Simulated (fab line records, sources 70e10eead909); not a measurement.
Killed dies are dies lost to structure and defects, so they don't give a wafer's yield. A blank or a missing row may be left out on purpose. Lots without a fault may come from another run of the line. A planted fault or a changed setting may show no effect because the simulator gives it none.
fab line records | flow nand_harc
record lots=12 wafers=36 last_day=34
route steps=1302 shown A_BLC@1121 A_M0@1148 END@1302
lots that met no fault: from a run of the same line without faults
start_h: hours from the record's first day to the start of the lot's first wafer shown | wait_h: hours since the lot's step before | " the same as in the row above | L1.1+2: a row that stands for several wafers | - no value, or no start given | * or withheld: withheld | < > ~ a bound
route shown NAME@n: a module of which the file shows steps, and the number in the route of the first | usual: mean/standard deviation of fault-free wafers | same: alike in all rows | chamber/n: place in a boat | sites: the reading at each site | _std_site: their standard deviation | _edge_site: outer sites' mean less inner sites' | radius_mm: how far each site lies from the wafer's centre | mask NAME#n: copy n | behind: the tool/chamber that last shaped the wafer | hold: why the lot was held/for how many hours/how that ended | device: the transistor (n, p or np) that didn't switch | end of line: the same wafers' tests at the end of the route | a step without rows: its recipe alone | killed: dies lost to structure and defects at the first sort, not the wafer's yield | map: a wafer's dies, x killed, . not, _ none there
set.NAME: the setting as run; set.NAME@STEP: as run at that earlier step | model.NAME: the simulator's own value behind a step, which no gauge read
steps of the route over a sample of lots; a table a step, a row a wafer
services: from which hour (start_h, from the record's first day; less than 0 if before it) a tool's chamber was out of use, for how many hours, and why
## steps
# step NHARC_A_BLC_ETCH_16
# recipe target_depth_a=390 over_etch_frac=0.3 time_s=65 ion_energy_ev=80 cf4_flow_sccm=150 ar_flow_sccm=0 rf_w=300 bias_w=100 chemistry=CF4
# usual chamber_pressure_mTorr=50.00/0.047 drypump_motor_current_A=5.8/0.32 oes_product_au=1.001/0.0076 rf_vpp_V=150.8/1.1 showerhead_plenum_p_Torr=1.73/0.062 throttle_valve_pct=13.284/0.0093
# columns lot.wafer tool chamber start_h wait_h chamber_pressure_mTorr drypump_motor_current_A oes_product_au rf_hours_counter_h rf_vpp_V showerhead_plenum_p_Torr throttle_valve_pct
L222.4 rie_diel-09 3 538.67 0.1 50.02 6.1 1.008 2 149.6 1.74 13.281
L222.1 " 0 " " 50.00 5.9 1.002 2 152.1 1.83 13.274
L222.2 " 2 " " 50.04 6.0 1.004 1 150.9 1.77 13.288
L227.2 rie_diel-06 0 580.83 0.1 49.92 6.1 0.999 9 150.0 1.68 13.287
L227.6 " 1 " " 49.95 5.6 1.003 - 151.8 1.78 13.285
L227.5 " 2 " " 49.93 5.3 1.012 - 150.3 1.64 13.271
L228.1 rie_diel-06 3 589.02 0.1 49.96 6.2 0.994 10 149.8 1.72 13.283
L228.4 " 1 " " 49.97 5.6 0.989 11 151.5 1.78 13.287
L228.6 " 2 " " 50.02 5.3 1.006 - 150.4 1.64 13.277
L231.2 rie_diel-02 3 608.51 0.1 50.08 5.2 1.007 9 150.6 1.79 13.276
L231.4 " 0 " " 50.04 5.6 1.006 9 149.7 1.65 13.291
L231.6 " 2 " " 50.05 6.0 1.006 - 150.9 1.70 13.284
L230.4 rie_diel-06 3 611.64 0.1 49.94 6.3 1.002 12 151.6 1.72 13.291
L230.3 " 1 " " 49.99 5.6 0.992 13 151.6 1.78 13.263
L230.6 " 3 " " 50.02 6.2 0.990 - 150.0 1.72 13.290
L232.3 rie_diel-06 0 627.73 0.1 49.91 6.1 0.991 14 149.6 1.68 13.300
L232.4 " 1 " " 49.99 5.6 0.994 15 153.1 1.78 13.277
L232.6 " 0 " " 49.91 6.1 0.986 - 150.2 1.68 13.291
L233.1 rie_diel-06 1 629.05 0.1 49.97 5.6 1.007 15 151.0 1.78 13.283
L233.3 " 3 " " 50.02 6.2 1.002 15 151.3 1.72 13.292
L233.5 " 2 " " 49.96 5.3 1.003 - 148.8 1.64 13.286
L242.2 rie_diel-09 1 705.22 0.1 49.99 5.9 1.006 2 148.9 1.72 13.293
L242.3 " 2 " " 50.02 6.0 1.008 2 151.1 1.76 13.276
L242.1 " 0 " " 50.03 5.8 1.003 1 151.7 1.83 13.269
L239.4 rie_diel-09 1 707.79 0.1 50.12 5.8 0.991 2 149.7 1.72 13.278
L239.3 " 2 " " 50.02 6.0 0.992 2 150.7 1.76 13.285
L239.6 " 0 " " 50.03 5.8 0.991 - 151.8 1.83 13.277
L241.2 rie_diel-09 1 722.24 0.1 49.96 5.8 1.002 3 152.2 1.72 13.281
L241.5 " 0 " " 50.03 5.9 1.007 - 152.1 1.83 13.283
L241.6 " 1 " " 50.02 5.9 1.003 - 152.0 1.72 13.276
L243.2 rie_diel-06 0 757.89 0.1 50.05 6.2 1.008 6 149.0 1.68 13.298
L243.5 " 2 " " 50.02 5.3 0.999 - 151.3 1.64 13.283
L243.6 " 3 " " 50.12 6.2 1.010 - 150.9 1.72 13.289
L244.2 rie_diel-09 2 760.53 0.1 50.00 6.0 0.998 4 150.2 1.76 13.275
L244.3 " 3 " " 50.08 6.1 1.002 5 151.4 1.73 13.284
L244.6 " 0 " " 50.02 5.8 0.997 - 151.5 1.83 13.278
# step NHARC_A_M0_OVL_MEAS_10
# recipe pitch_nm=160
# usual overlay_x_nm=0.3/0.76 overlay_y_nm=0.1/0.63
# columns lot.wafer tool chamber start_h wait_h overlay_x_nm overlay_y_nm
L222.1 overlay-02 - 542.63 - 0.2 0.0
L222.2 " - " " 0.6 -0.4
L222.4 " - " " 0.2 0.2
L227.2 overlay-01 - 584.67 - 0.2 -0.3
L227.5 " - " " 0.5 0.2
L227.6 " - " " 0.4 -0.3
L228.1 overlay-01 - 593.10 - 1.7 0.0
L228.4 " - " " 1.2 0.3
L228.6 " - " " 1.2 -0.4
L231.2 overlay-02 - 612.37 - 0.2 1.6
L231.4 " - " " 0.2 1.5
L231.6 " - " " -0.1 1.6
L230.3 overlay-01 - 615.56 - -1.2 -0.5
L230.4 " - " " -0.6 0.1
L230.6 " - " " -0.2 -0.3
L232.3 overlay-02 - 631.62 - 1.7 1.0
L232.4 " - " " 2.0 0.4
L232.6 " - " " 1.6 0.7
L233.1 overlay-02 - 632.90 - 0.9 -0.5
L233.3 " - " " 0.4 -0.6
L233.5 " - " " 1.0 -0.2
L242.1 overlay-02 - 709.53 - 0.0 -0.6
L242.2 " - " " 0.0 0.0
L242.3 " - " " 0.8 -0.5
L239.3 overlay-01 - 711.56 - 0.6 -0.6
L239.4 " - " " 0.1 -1.1
L239.6 " - " " -0.1 -0.7
L241.2 overlay-01 - 726.14 - -0.3 -0.2
L241.5 " - " " 0.5 0.1
L241.6 " - " " 0.6 -0.1
L243.2 overlay-02 - 761.87 - 0.5 0.9
L243.5 " - " " 0.7 1.0
L243.6 " - " " 0.5 0.5
L244.2 overlay-01 - 764.91 - -0.4 -0.2
L244.3 " - " " -1.0 -0.8
L244.6 " - " " -0.9 0.0
# step NHARC_A_M0_STRIP_19
# recipe time_s=600 temp_c=30 chemistry=post_etch_residue_remover
# usual bath_heat_duty_pct=12.9/1.5 run_length_s=603.3/1.1
# columns lot.wafer tool chamber start_h wait_h bath_heat_duty_pct run_length_s
L222.4 wet_bench-03 1 543.38 - 14.0 601.2
L222.2 " 2 " " 10.0 603.4
L222.1 " 5 " " 12.7 602.8
L227.6 wet_bench-01 0 585.41 - 12.8 601.6
L227.2 " 4 " " 13.2 604.5
L227.5 " 5 " " 13.1 603.3
L228.6 wet_bench-04 2 593.86 - 13.1 603.8
L228.1 " 3 " " 13.8 603.6
L228.4 " 4 " " 15.8 602.3
L231.2 wet_bench-04 7 613.13 - 15.9 603.8
L231.4 " 0 " " 11.7 602.4
L231.6 " 2 " " 11.5 603.6
L230.3 wet_bench-04 1 616.30 - - -
L230.6 " 4 " " - -
L230.4 " 6 " " - -
L232.3 wet_bench-04 1 632.39 - - -
L232.4 " 3 " " - -
L232.6 " 4 " " - -
L233.1 wet_bench-03 1 633.64 - 14.1 601.0
L233.5 " 2 " " 10.9 604.6
L233.3 " 3 " " 12.3 605.2
L242.1 wet_bench-01 6 710.27 - 13.1 604.0
L242.3 " 7 " " 15.3 603.6
L242.2 " 3 " " 13.7 604.5
L239.6 wet_bench-04 2 712.31 - 13.3 605.0
L239.4 " 5 " " 11.2 604.6
L239.3 " 6 " " 11.5 603.1
L241.2 wet_bench-03 4 726.89 - 12.6 602.6
L241.6 " 5 " " 12.9 602.7
L241.5 " 0 " " 11.9 604.0
L243.6 wet_bench-01 5 762.61 - 12.0 603.3
L243.2 " 0 " " 13.1 601.5
L243.5 " 2 " " 14.1 603.8
L244.2 wet_bench-01 2 765.71 - 12.9 603.6
L244.3 " 4 " " 12.4 603.8
L244.6 " 7 " " 16.1 602.8
# step NHARC_A_M0_CMP_23
# recipe t_overpolish_s=20 target_thk_nm=113.75
# usual motor_current_A=11.6/1.5 time_to_endpoint_s=28.6/2.3
# columns lot.wafer tool chamber start_h wait_h motor_current_A time_to_endpoint_s
L222.2 cmp-01 3 544.73 - 12.8 32.8
L222.4 " 0 " " 13.7 30.2
L222.1 " 1 " " 11.0 33.3
L227.2 cmp-04 1 586.85 - 10.5 30.5
L227.6 " 2 " " 10.2 27.3
L227.5 " 3 " " 10.3 29.4
L228.4 cmp-02 3 595.27 - 10.0 26.7
L228.1 " 0 " " 12.9 26.5
L228.6 " 3 " " 9.2 28.3
L231.4 cmp-02 2 614.46 - 10.6 32.4
L231.2 " 1 " " 9.8 29.3
L231.6 " 3 " " 9.8 30.6
L230.4 cmp-02 3 617.65 - 9.7 32.3
L230.3 " 0 " " 13.0 29.8
L230.6 " 3 " " 9.7 30.7
L232.4 cmp-04 0 633.76 - 11.6 25.3
L232.3 " 3 " " 10.4 29.3
L232.6 " 1 " " 11.6 27.8
L233.3 cmp-01 1 635.05 - 10.8 27.5
L233.1 " 2 " " 12.3 22.7
L233.5 " 3 " " 12.6 27.0
L242.2 cmp-02 2 711.69 - 10.4 30.6
L242.3 " 3 " " 10.4 31.2
L242.1 " 1 " " 9.9 32.1
L239.3 cmp-02 3 713.65 - 9.9 32.0
L239.4 " 2 " " 10.8 30.2
L239.6 " 0 " " 13.5 28.5
L241.2 cmp-02 1 728.29 - 9.7 30.3
L241.6 " 3 " " 10.4 30.2
L241.5 " 0 " " 13.5 28.3
L243.2 cmp-02 2 764.00 - 11.4 26.4
L243.5 " 1 " " 10.2 26.7
L243.6 " 2 " " 11.1 26.2
L244.2 cmp-01 1 767.09 - 11.6 28.0
L244.3 " 3 " " 12.7 30.8
L244.6 " 0 " " 14.1 25.9
# step NHARC_END_SORT_01
# recipe temp_c=25
# usual defect_limited_yield=90.1/2.4 killed_at_array=62/16 killed_at_other=0.8/1.1 killed_at_periphery=4/3.2 killed_dies=67/16 killed_open=3.5/1.9 killed_short=2.1/1.5
# same gross_dies=677
# columns lot.wafer tool chamber start_h wait_h defect_limited_yield[%] killed_at_array killed_at_other killed_at_periphery killed_dies killed_open killed_short
L239.3 prober-01 0 757.81 3.1 90.8 61 0 1 62 5 2
L239.4 prober-01 0 758.61 3.4 90.8 60 0 2 62 3 3
L239.6 prober-01 0 760.21 4.0 91.0 60 0 1 61 4 2
# killed by level:class
L239.3 A_CHANNEL_HOLE_D2:chamber_film_flake=27 A_CHANNEL_HOLE_D1:chamber_film_flake=13 A_CONTACT:chamber_film_flake=7 A_SLIT:chamber_film_flake=6 A_ONON_D1:geometric_particle:open=2 A_SOURCE_PLATE:geometric_particle:open=2 A_CHANNEL_HOLE_D2:geometric_particle:short=1 A_M1:geometric_particle:open=1
L239.4 A_CHANNEL_HOLE_D2:chamber_film_flake=25 A_CHANNEL_HOLE_D1:chamber_film_flake=13 A_CONTACT:chamber_film_flake=8 A_SLIT:chamber_film_flake=6 A_ONON_D2:geometric_particle:short=2 P_STI:chamber_film_flake=2 A_ONON_D1:geometric_particle:open=1 A_DECK1_JOINT:geometric_particle:open=1
L239.6 A_CHANNEL_HOLE_D2:chamber_film_flake=23 A_CHANNEL_HOLE_D1:chamber_film_flake=19 A_CONTACT:chamber_film_flake=4 A_SLIT:chamber_film_flake=3 A_DECK1_JOINT:geometric_particle:open=2 A_STAIRCASE:chamber_film_flake=2 A_CHANNEL_FILL_D1:geometric_particle:open=1 A_DECK1_JOINT:geometric_particle:short=1
## services
# columns tool chamber start_h hours kind
rie_diel-09 2 518.01 10.8 repair
cmp-02 - 526.73 4.0 pm
cmp-02 - 537.07 0.8 repair
rie_diel-06 3 577.17 2.9 repair
wet_bench-04 - 579.20 8.0 pm
cmp-02 - 615.40 1.0 repair
rie_diel-09 0 620.80 4.8 repair
cmp-02 - 624.73 4.0 pm
wet_bench-01 - 629.64 8.0 pm
cmp-02 - 632.70 6.1 repair
rie_diel-09 1 644.60 31.6 repair
cmp-02 - 658.10 1.3 repair
rie_diel-09 3 660.25 8.4 repair
rie_diel-06 - 661.20 9.0 pm
cmp-02 - 667.35 1.7 repair
rie_diel-09 - 674.10 9.0 pm
cmp-02 - 681.62 1.8 repair
rie_diel-09 2 712.30 19.0 repair
cmp-02 - 715.23 4.7 repair
cmp-02 - 722.73 4.0 pm
rie_diel-06 - 731.74 0.3 repair
cmp-02 - 732.21 0.8 repair
rie_diel-09 - 741.07 0.8 repair
wet_bench-04 - 755.20 8.0 pm
## key
first_sign step=NHARC_A_M0_STRIP_19 reading=tool_record direction=missing
effect none on later readings
met_at NHARC_A_M0_STRIP_19
struck_lots L230,L232
not_acting_at NHARC_A_BLC_ETCH_16,NHARC_A_M0_OVL_MEAS_10,NHARC_A_M0_CMP_23
onset_between 613.13 616.30
fault kind=skipped_step_whole tool=wet_bench-04 chamber=- onset_h=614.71 steps=NHARC_A_M0_STRIP_19 scope=struck_lots_only
